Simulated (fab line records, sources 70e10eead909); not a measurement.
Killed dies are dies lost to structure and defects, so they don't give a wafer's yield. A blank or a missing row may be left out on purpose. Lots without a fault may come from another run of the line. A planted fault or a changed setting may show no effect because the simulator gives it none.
Chamber matching | flow nand_harc | NHARC_THIN_TSV_ETCHBACK_48 on rie_diel-07: 4 sister chambers
The step etches the open film in C4F8/Ar, target depth 1028.5 nm, time 405.17 s. 8 wafers are shown with their chamber, then 7 later ones without.

WAFERS WITH THEIR CHAMBER
wafer  | chamber | rf_vpp_V (V) | oes_product_au (a.u.)
L079.5 | 0       | 551.8        | 0.93
L083.1 | 1       | 544.2        | 1.01
L083.4 | 3       | 550.1        | 1.00
L086.2 | 2       | 548.1        | 0.96
L086.4 | 0       | 551.8        | 0.98
L086.5 | 1       | 542.4        | 0.96
L087.2 | 2       | 550.3        | 0.93
L087.5 | 3       | 550.3        | 0.92

WAFERS WITHOUT THEIR CHAMBER
wafer  | rf_vpp_V (V) | oes_product_au (a.u.)
L087.6 | 549.5        | 0.93
L091.2 | 548.0        | 0.93
L091.3 | 548.9        | 0.93
L091.5 | 549.1        | 0.92
L089.4 | 553.1        | 0.94
L089.5 | 542.4        | 0.93
L089.6 | 552.6        | 0.93

WHICH CHAMBER EACH WENT THROUGH
wafer  | from the rows above          | in truth
L087.6 | can't be placed: 2 or 3 or 0 | 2
L091.2 | can't be placed: 2 or 3      | 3
L091.3 | can't be placed: 2 or 3      | 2
L091.5 | can't be placed: 2 or 3      | 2
L089.4 | can't be placed: 0 or 3      | 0
L089.5 | 1                            | 1
L089.6 | can't be placed: 0 or 3      | 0
Placed correctly: 1 of 7. Can't be placed from these rows: 6 (the true chamber is among the candidates in 6). Placed wrongly: 0.
How it was worked out, from the rows above alone: a wafer's distance from a chamber is the root of the sum, over the readings, of the square of ((its reading less the chamber's mean) divided by the reading's scatter). The wafer belongs to the nearest chamber; if the next one is less than 2 further off, it can't be placed. A chamber's mean is the mean of its shown wafers. The scatter: the root of (the sum of the squares of (reading less its chamber's mean) over the shown wafers, divided by (wafers less chambers)).
